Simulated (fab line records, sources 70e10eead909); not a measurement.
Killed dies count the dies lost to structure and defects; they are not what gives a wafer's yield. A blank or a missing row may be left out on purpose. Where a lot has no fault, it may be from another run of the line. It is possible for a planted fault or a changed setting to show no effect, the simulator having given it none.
fab line records + flow nand-harc
record:
- lots: 14
- wafers: 42
- last-day: 33
route steps=1302 shown P_STI@87 P_GATE@130
lots untouched by any fault: they come from a run of this same line in which no faults occurred
start-h: hours from the record's opening day to when the first of the lot's shown wafers began + wait-h: hours from the lot's prior step to this one + " as in the row above + L1.1+2: a single row standing in for several wafers + - no value, or no start was given + * or withheld: withheld + < > ~ a bound
route shown NAME@n: a module of which the file shows steps, and the number in the route of the first + usual: mean/standard deviation of fault-free wafers + same: alike in all rows + chamber/n: place in a boat + sites: readings site by site + _std_site: standard deviation across them + _edge_site: mean of outer sites minus mean of inner sites + radius-mm: for every site, how far away it sits from the centre of the wafer + mask NAME#n: copy n + behind: the most recent tool/chamber to have shaped the wafer + hold: why the lot was held/for how many hours/how that ended + device: whichever transistor did not switch (one of n, p or np) + end of line: tests of these same wafers at the route's end + a step with no rows: only its recipe + killed: not the wafer's yield, but the dies lost to structure and defects at the first sort + map: dies across one wafer; x = killed, . = not, _ = none there
set.NAME: the setting that was run; set.NAME@STEP: the one run at that earlier step + model.NAME: the simulator's own value behind a step, which no gauge read
one table for each step of the route and one row for each wafer, over a sample of lots
services: a tool's chamber out of use, with start hour (start-h, from the record's first day; less than 0 if before it), hours out, and reason
== steps ==
step: NHARC_P_STI_DESCUM_14
recipe:
- time-s: 3
- o2-flow-sccm: 200
- ar-flow-sccm: 0
- bias-power-w: 0
- chemistry: O2
usual:
- drypump-motor-current-A: 5.5/0.37
- oes-product-au: 0.994/0.016
- rf-vpp-V: 57.8/0.97
- showerhead-plenum-p-Torr: 1.91/0.083
- throttle-valve-pct: 11.311/0.009
same:
- bias-power-w: 0
| lot.wafer | tool        | chamber | start-h | wait-h | drypump-motor-current-A | oes-product-au | rf-hours-counter-h | rf-vpp-V | showerhead-plenum-p-Torr | throttle-valve-pct |
|-----------|-------------|---------|---------|--------|-------------------------|----------------|--------------------|----------|--------------------------|--------------------|
| L684.1    | rie-diel-13 | 0       | 47.08   | -      | 5.1                     | 0.989          | 2                  | 55.8     | 1.79                     | 11.311             |
| L684.5    | "           | 2       | "       | "      | 5.1                     | 0.972          | -                  | 57.5     | 2.04                     | 11.310             |
| L684.6    | "           | 3       | "       | "      | 5.8                     | 0.977          | -                  | 57.7     | 1.95                     | 11.290             |
| L687.3    | rie-diel-05 | 3       | 76.69   | -      | 5.6                     | 1.007          | 2                  | 58.8     | 1.96                     | 11.309             |
| L687.1    | "           | 0       | "       | "      | 5.5                     | 0.958          | 1                  | 59.1     | 2.00                     | 11.312             |
| L687.6    | "           | 2       | "       | "      | 6.2                     | 1.024          | -                  | 56.4     | 1.83                     | 11.317             |
| L688.3    | rie-diel-10 | 3       | 85.54   | -      | 5.2                     | 0.999          | 0                  | 55.3     | 1.84                     | 11.316             |
| L688.4    | "           | 1       | "       | "      | 5.6                     | 1.003          | 0                  | 58.3     | 1.79                     | 11.300             |
| L688.6    | "           | 3       | "       | "      | 5.3                     | 1.002          | -                  | 57.3     | 1.84                     | 11.318             |
| L689.4    | rie-diel-10 | 3       | 95.36   | -      | 5.2                     | 1.012          | 1                  | 56.9     | 1.84                     | 11.301             |
| L689.2    | "           | 0       | "       | "      | 5.9                     | 1.021          | 1                  | 59.8     | 1.89                     | 11.297             |
| L689.6    | "           | 3       | "       | "      | 5.2                     | 1.007          | -                  | 56.8     | 1.84                     | 11.297             |
| L690.4    | rie-diel-10 | 3       | 104.50  | -      | 5.2                     | 1.002          | 1                  | 57.9     | 1.84                     | 11.322             |
| L690.3    | "           | 1       | "       | "      | 5.6                     | 0.993          | 2                  | 56.3     | 1.79                     | 11.306             |
| L690.5    | "           | 0       | "       | "      | 5.9                     | 1.021          | -                  | 57.7     | 1.89                     | 11.323             |
| L691.1    | rie-diel-05 | 2       | 115.34  | -      | 6.2                     | 1.009          | 3                  | 57.4     | 1.83                     | 11.305             |
| L691.2    | "           | 1       | "       | "      | 5.5                     | 0.985          | 5                  | 58.6     | 1.83                     | 11.316             |
| L691.6    | "           | 1       | "       | "      | 5.5                     | 0.987          | -                  | 57.0     | 1.83                     | 11.304             |
| L696.4    | rie-diel-13 | 3       | 164.57  | -      | 5.8                     | 0.977          | 9                  | 58.3     | 1.95                     | 11.309             |
| L696.3    | "           | 0       | "       | "      | 5.1                     | 0.978          | 8                  | 56.1     | 1.79                     | 11.322             |
| L696.5    | "           | 2       | "       | "      | 5.1                     | 0.968          | -                  | 58.4     | 2.04                     | 11.301             |
| L697.2    | rie-diel-13 | 3       | 178.93  | -      | 5.8                     | 0.999          | 0                  | 59.2     | 1.95                     | 11.309             |
| L697.1    | "           | 1       | "       | "      | 4.8                     | 0.993          | 0                  | 57.7     | 1.99                     | 11.314             |
| L697.5    | "           | 0       | "       | "      | 5.1                     | 0.992          | -                  | 56.5     | 1.79                     | 11.305             |
| L701.1    | rie-diel-05 | 1       | 213.18  | -      | 5.5                     | 0.999          | 12                 | 59.5     | 1.82                     | 11.315             |
| L701.2    | "           | 3       | "       | "      | 5.6                     | 1.004          | 13                 | 57.9     | 1.95                     | 11.295             |
| L701.5    | "           | 0       | "       | "      | 5.5                     | 0.967          | -                  | 59.7     | 1.99                     | 11.326             |
| L702.3    | rie-diel-05 | 1       | 225.88  | -      | 5.5                     | 0.993          | 13                 | 57.6     | 1.82                     | 11.308             |
| L702.1    | "           | 2       | "       | "      | 6.1                     | 1.016          | 13                 | 57.2     | 1.83                     | 11.322             |
| L702.6    | "           | 0       | "       | "      | 5.5                     | 0.976          | -                  | 57.7     | 1.99                     | 11.317             |
| L703.1    | rie-diel-13 | 3       | 236.43  | -      | 5.8                     | 0.991          | 2                  | 57.8     | 1.94                     | 11.325             |
| L703.3    | "           | 2       | "       | "      | 5.1                     | 1.012          | 3                  | 57.6     | 2.04                     | 11.323             |
| L703.6    | "           | 0       | "       | "      | 5.1                     | 0.993          | -                  | 56.4     | 1.79                     | 11.315             |
| L704.1    | rie-diel-13 | 0       | 245.59  | -      | 5.1                     | 0.985          | 2                  | 56.8     | 1.79                     | 11.307             |
| L704.4    | "           | 1       | "       | "      | 4.8                     | 0.995          | 3                  | 57.0     | 1.98                     | 11.319             |
| L704.5    | "           | 3       | "       | "      | 5.8                     | 0.991          | -                  | 58.3     | 1.94                     | 11.315             |
| L705.1    | rie-diel-05 | 3       | 253.37  | -      | 5.5                     | 1.010          | 1                  | 58.3     | 1.95                     | 11.313             |
| L705.3    | "           | 1       | "       | "      | 5.5                     | 1.000          | 1                  | 56.9     | 1.82                     | 11.299             |
| L705.6    | "           | 2       | "       | "      | 6.1                     | 1.011          | -                  | 59.0     | 1.83                     | 11.314             |
| L706.2    | rie-diel-05 | 1       | 264.14  | -      | 5.6                     | 0.995          | 1                  | 57.0     | 1.82                     | 11.307             |
| L706.4    | "           | 2       | "       | "      | 6.1                     | 1.010          | 1                  | 56.9     | 1.83                     | 11.312             |
| L706.6    | "           | 2       | "       | "      | 6.1                     | 1.015          | -                  | 57.2     | 1.83                     | 11.307             |
step: NHARC_P_STI_OCD_MEAS_43
usual:
- trench-depth-nm: 300/6.2
- trench-foot-cd-nm: 158/3.3
| lot.wafer | tool   | chamber | start-h | wait-h | trench-depth-nm | trench-foot-cd-nm |
|-----------|--------|---------|---------|--------|-----------------|-------------------|
| L684.1    | ocd-01 | -       | 48.10   | -      | 304             | 158               |
| L684.5    | "      | -       | "       | "      | 304             | 156               |
| L684.6    | "      | -       | "       | "      | 298             | 162               |
| L687.1    | ocd-02 | -       | 77.71   | -      | 291             | 157               |
| L687.3    | "      | -       | "       | "      | 302             | 154               |
| L687.6    | "      | -       | "       | "      | 303             | 157               |
| L688.3    | ocd-01 | -       | 86.57   | -      | 296             | 157               |
| L688.4    | "      | -       | "       | "      | 293             | 158               |
| L688.6    | "      | -       | "       | "      | 308             | 159               |
| L689.2    | ocd-01 | -       | 96.40   | -      | 307             | 163               |
| L689.4    | "      | -       | "       | "      | 297             | 161               |
| L689.6    | "      | -       | "       | "      | 293             | 164               |
| L690.3    | ocd-01 | -       | 105.53  | -      | 296             | 160               |
| L690.4    | "      | -       | "       | "      | 309             | 162               |
| L690.5    | "      | -       | "       | "      | 296             | 166               |
| L691.1    | ocd-02 | -       | 116.41  | -      | 304             | 158               |
| L691.2    | "      | -       | "       | "      | 303             | 159               |
| L691.6    | "      | -       | "       | "      | 303             | 159               |
| L696.3    | ocd-01 | -       | 165.61  | -      | 297             | 154               |
| L696.4    | "      | -       | "       | "      | 288             | 159               |
| L696.5    | "      | -       | "       | "      | 290             | 155               |
| L697.1    | ocd-02 | -       | 180.01  | -      | 306             | 156               |
| L697.2    | "      | -       | "       | "      | 300             | 155               |
| L697.5    | "      | -       | "       | "      | 304             | 155               |
| L701.1    | ocd-02 | -       | 214.21  | -      | 298             | 163               |
| L701.2    | "      | -       | "       | "      | 299             | 166               |
| L701.5    | "      | -       | "       | "      | 297             | 163               |
| L702.1    | ocd-02 | -       | 226.89  | -      | 296             | 155               |
| L702.3    | "      | -       | "       | "      | 300             | 153               |
| L702.6    | "      | -       | "       | "      | 298             | 157               |
| L703.1    | ocd-02 | -       | 237.46  | -      | 311             | 152               |
| L703.3    | "      | -       | "       | "      | 309             | 155               |
| L703.6    | "      | -       | "       | "      | 295             | 152               |
| L704.1    | ocd-02 | -       | 246.61  | -      | 300             | 157               |
| L704.4    | "      | -       | "       | "      | 300             | 156               |
| L704.5    | "      | -       | "       | "      | 298             | 157               |
| L705.1    | ocd-01 | -       | 254.40  | -      | 312             | 161               |
| L705.3    | "      | -       | "       | "      | 310             | 161               |
| L705.6    | "      | -       | "       | "      | 294             | 164               |
| L706.2    | ocd-02 | -       | 265.18  | -      | 292             | 159               |
| L706.4    | "      | -       | "       | "      | 307             | 164               |
| L706.6    | "      | -       | "       | "      | 294             | 163               |
step: NHARC_P_GATE_CVD_17
recipe:
- target-thk-a: 1500
- temp-c: 620
- time-s: 900
- material: poly-Si
usual:
- tube-center-temp-C: 620/0.055
| lot.wafer | tool          | chamber | start-h | wait-h | tube-center-temp-C |
|-----------|---------------|---------|---------|--------|--------------------|
| L684.1    | lpcvd-poly-03 | 0       | 94.82   | 2.7    | 619.93             |
| L684.5    | "             | 0       | "       | "      | 619.92             |
| L684.6    | "             | 0       | "       | "      | 619.88             |
| L687.1    | lpcvd-poly-02 | 0       | 126.38  | 2.5    | 619.94             |
| L687.3    | "             | 0       | "       | "      | 620.02             |
| L687.6    | "             | 0       | "       | "      | 620.04             |
| L688.3    | lpcvd-poly-03 | 0       | 131.67  | 3.3    | 619.93             |
| L688.4    | "             | 0       | "       | "      | 620.01             |
| L688.6    | "             | 0       | "       | "      | 620.04             |
| L689.2    | lpcvd-poly-02 | 0       | 146.73  | 2.5    | 620.07             |
| L689.4    | "             | 0       | "       | "      | 620                |
| L689.6    | "             | 0       | "       | "      | 620.1              |
| L690.3    | lpcvd-poly-04 | 0       | 150.52  | 2.6    | 620.04             |
| L690.4    | "             | 0       | "       | "      | 620                |
| L690.5    | "             | 0       | "       | "      | 620.04             |
| L691.1    | lpcvd-poly-03 | 0       | 166.67  | 2.7    | 619.98             |
| L691.2    | "             | 0       | "       | "      | 620.05             |
| L691.6    | "             | 0       | "       | "      | 620.08             |
| L696.3    | lpcvd-poly-04 | 0       | 213.35  | 2.6    | 620.12             |
| L696.4    | "             | 0       | "       | "      | 619.96             |
| L696.5    | "             | 0       | "       | "      | 620                |
| L696.3    | lpcvd-poly-04 | 0       | 218.39  | 2.8    | 619.98             |
| L696.4    | "             | 0       | "       | "      | 620.14             |
| L696.5    | "             | 0       | "       | "      | 620.03             |
| L697.1    | lpcvd-poly-04 | 0       | 234.87  | 2.6    | 620                |
| L697.2    | "             | 0       | "       | "      | 620.07             |
| L697.5    | "             | 0       | "       | "      | 619.95             |
| L697.1    | lpcvd-poly-04 | 0       | 237.63  | 0.5    | 619.95             |
| L697.2    | "             | 0       | "       | "      | 620.05             |
| L697.5    | "             | 0       | "       | "      | 620.05             |
| L701.1    | lpcvd-poly-03 | 0       | 260.90  | 2.7    | 620                |
| L701.2    | "             | 0       | "       | "      | 619.94             |
| L701.5    | "             | 0       | "       | "      | 619.97             |
| L702.1    | lpcvd-poly-02 | 0       | 276.93  | 2.5    | 619.9              |
| L702.3    | "             | 0       | "       | "      | 620.03             |
| L702.6    | "             | 0       | "       | "      | 619.96             |
| L703.1    | lpcvd-poly-04 | 0       | 284.36  | 2.6    | 619.98             |
| L703.3    | "             | 0       | "       | "      | 620.04             |
| L703.6    | "             | 0       | "       | "      | 620.03             |
| L704.1    | lpcvd-poly-02 | 0       | 295.55  | 2.5    | 620.01             |
| L704.4    | "             | 0       | "       | "      | 619.92             |
| L704.5    | "             | 0       | "       | "      | 620.06             |
| L705.1    | lpcvd-poly-02 | 0       | 300.01  | 2.5    | 620.1              |
| L705.3    | "             | 0       | "       | "      | 620                |
| L705.6    | "             | 0       | "       | "      | 619.97             |
| L706.2    | lpcvd-poly-04 | 0       | 316.92  | 2.6    | 619.98             |
| L706.4    | "             | 0       | "       | "      | 619.98             |
| L706.6    | "             | 0       | "       | "      | 620                |
step: NHARC_P_GATE_ETCH_32
recipe:
- target-depth-a: 1500
- over-etch-frac: 1
- over-etch-ion-energy-ev: 40
- time-s: 100.1
- hbr-flow-sccm: 150
- cl2-flow-sccm: 50
- rf-w: 400
- icp-w: 400
- bias-w: 100
- chemistry: HBr/Cl2
usual:
- drypump-motor-current-A: 5.7/0.46
- oes-product-au: 1.002/0.011
- throttle-valve-pct: 26.406/0.0098
| lot.wafer | tool      | chamber | start-h | wait-h | drypump-motor-current-A | oes-product-au | rf-hours-counter-h | throttle-valve-pct |
|-----------|-----------|---------|---------|--------|-------------------------|----------------|--------------------|--------------------|
| L684.1    | rie-si-04 | 0       | 100.86  | -      | 6.5                     | 0.977          | 0.56               | 26.418             |
| L684.5    | "         | 0       | "       | "      | 6.4                     | 0.972          | -                  | 26.407             |
| L684.6    | "         | 1       | "       | "      | 5.5                     | 0.990          | -                  | 26.407             |
| L687.1    | rie-si-02 | 2       | 130.98  | -      | 5.5                     | 0.996          | 0.06               | 26.403             |
| L687.3    | "         | 0       | "       | "      | 5.2                     | 1.003          | 0.11               | 26.397             |
| L687.6    | "         | 2       | "       | "      | 5.4                     | 0.998          | -                  | 26.414             |
| L688.4    | rie-si-02 | 1       | 137.91  | -      | 6.1                     | 0.994          | 0.21               | 26.407             |
| L688.3    | "         | 3       | "       | "      | 6.2                     | 0.992          | 0.13               | 26.381             |
| L688.6    | "         | 0       | "       | "      | 5.2                     | 1.011          | -                  | 26.408             |
| L689.2    | rie-si-01 | 1       | 154.32  | -      | 5.9                     | 0.970          | 0.75               | 26.392             |
| L689.4    | "         | 3       | "       | "      | 5.0                     | 1.012          | 0.77               | 26.393             |
| L689.6    | "         | 1       | "       | "      | 5.9                     | 0.974          | -                  | 26.395             |
| L690.3    | rie-si-02 | 0       | 156.33  | -      | 5.2                     | 1.022          | 0.32               | 26.391             |
| L690.4    | "         | 2       | "       | "      | 5.5                     | 0.997          | -                  | 26.400             |
| L690.5    | "         | 0       | "       | "      | 5.2                     | 1.009          | -                  | 26.403             |
| L691.2    | rie-si-02 | 3       | 171.30  | -      | 6.1                     | 0.999          | 0.20               | 26.402             |
| L691.1    | "         | 1       | "       | "      | 6.1                     | 0.992          | 0.46               | 26.396             |
| L691.6    | "         | 3       | "       | "      | 6.2                     | 1.008          | -                  | 26.398             |
| L696.4    | rie-si-01 | 2       | 223.65  | -      | 5.9                     | 1.011          | 0.16               | 26.419             |
| L696.3    | "         | 0       | "       | "      | 6.3                     | 1.002          | 0.06               | 26.417             |
| L696.5    | "         | 2       | "       | "      | 5.9                     | 1.007          | -                  | 26.406             |
| L697.2    | rie-si-04 | 3       | 242.51  | -      | 5.3                     | 1.011          | 0.37               | 26.409             |
| L697.1    | "         | 0       | "       | "      | 6.4                     | 0.999          | 0.31               | 26.405             |
| L697.5    | "         | 3       | "       | "      | 5.4                     | 1.020          | -                  | 26.396             |
| L701.2    | rie-si-01 | 0       | 265.47  | -      | 6.3                     | 1.005          | 0.31               | 26.415             |
| L701.1    | "         | 2       | "       | "      | 5.9                     | 1.014          | 0.48               | 26.401             |
| L701.5    | "         | 3       | "       | "      | 5.0                     | 1.007          | -                  | 26.411             |
| L702.1    | rie-si-04 | 0       | 281.58  | -      | 6.5                     | 0.993          | 0.61               | 26.395             |
| L702.3    | "         | 1       | "       | "      | 5.6                     | 1.016          | 0.67               | 26.416             |
| L702.6    | "         | 0       | "       | "      | 6.5                     | 0.991          | -                  | 26.410             |
| L703.1    | rie-si-02 | 2       | 290.29  | -      | 5.4                     | 0.990          | 0.01               | 26.415             |
| L703.3    | "         | 3       | "       | "      | 6.2                     | 0.994          | 0.01               | 26.403             |
| L703.6    | "         | 0       | "       | "      | 5.2                     | 1.003          | -                  | 26.409             |
| L704.4    | rie-si-04 | 2       | 301.04  | -      | 5.3                     | 0.983          | 0.81               | 26.407             |
| L704.1    | "         | 3       | "       | "      | 5.3                     | 1.016          | 0.80               | 26.421             |
| L704.5    | "         | 3       | "       | "      | 5.4                     | 1.017          | -                  | 26.419             |
| L705.3    | rie-si-01 | 3       | 307.46  | -      | 5.0                     | 1.004          | 0.68               | 26.393             |
| L705.1    | "         | 0       | "       | "      | 6.3                     | 1.003          | 0.57               | 26.406             |
| L705.6    | "         | 2       | "       | "      | 5.9                     | 0.994          | -                  | 26.414             |
| L706.2    | rie-si-02 | 2       | 323.22  | -      | 5.4                     | 0.992          | 0.21               | 26.403             |
| L706.4    | "         | 0       | "       | "      | 5.2                     | 1.004          | 0.19               | 26.393             |
| L706.6    | "         | 2       | "       | "      | 5.5                     | 0.993          | -                  | 26.419             |
== services ==
| tool          | chamber | start-h | hours | kind   |
|---------------|---------|---------|-------|--------|
| lpcvd-poly-04 | -       | 27.21   | 26.0  | pm     |
| rie-diel-05   | 1       | 48.31   | 6.3   | repair |
| rie-diel-13   | 0       | 49.73   | 8.2   | repair |
| rie-diel-05   | -       | 52.60   | 9.0   | pm     |
| rie-diel-13   | -       | 56.35   | 1.0   | repair |
| rie-diel-05   | 2       | 83.06   | 20.9  | repair |
| rie-si-02     | -       | 100.00  | 9.0   | pm     |
| rie-diel-05   | 3       | 104.27  | 19.0  | repair |
| rie-diel-13   | 2       | 123.06  | 10.8  | repair |
| rie-diel-05   | 1       | 128.12  | 20.4  | repair |
| rie-diel-13   | 0       | 130.95  | 2.4   | repair |
| rie-si-02     | 3       | 150.55  | 14.6  | repair |
| rie-si-02     | -       | 158.02  | 0.8   | repair |
| rie-diel-13   | -       | 165.00  | 9.0   | pm     |
| rie-si-04     | -       | 165.00  | 9.0   | pm     |
| rie-diel-05   | 0       | 168.87  | 4.4   | repair |
| rie-diel-13   | 2       | 174.04  | 6.2   | repair |
| lpcvd-poly-02 | -       | 207.93  | 26.0  | pm     |
| rie-diel-13   | 0       | 218.81  | 4.9   | repair |
| rie-diel-13   | 2       | 225.51  | 2.4   | repair |
| rie-diel-05   | -       | 229.60  | 9.0   | pm     |
| rie-diel-13   | 2       | 230.21  | 2.5   | repair |
| rie-si-02     | -       | 277.00  | 9.0   | pm     |
| rie-diel-13   | 2       | 297.28  | 2.0   | repair |
== key ==
first-sign:
- step: NHARC_P_GATE_CVD_17
- reading: visit
- direction: added
effect none on later readings
met-at NHARC_P_GATE_CVD_17
struck-lots L696,L697
sort-left-out L696.3,L696.4,L696.5,L697.1,L697.2,L697.5
tester-left-out L696,L697
not-acting-at NHARC_P_STI_DESCUM_14,NHARC_P_STI_OCD_MEAS_43,NHARC_P_GATE_ETCH_32
fault:
- kind: repeated-step-whole
- tool: lpcvd-poly-02,lpcvd-poly-03,lpcvd-poly-04
- chamber: -
- onset-h: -
- steps: NHARC_P_GATE_CVD_17
- times: 1
- scope: struck-lots-only
tester-left-out: of these lots the tester's yield and bins aren't shown, on N5 and GAA mostly nor the transistor test; their killed dies are dies lost to structure and defects alone, not to doping, threshold or leakage, so they don't give the yield
sort-left-out: the simulated sort isn't trusted on such a fault, so these wafers' sort isn't shown, and their yield isn't known
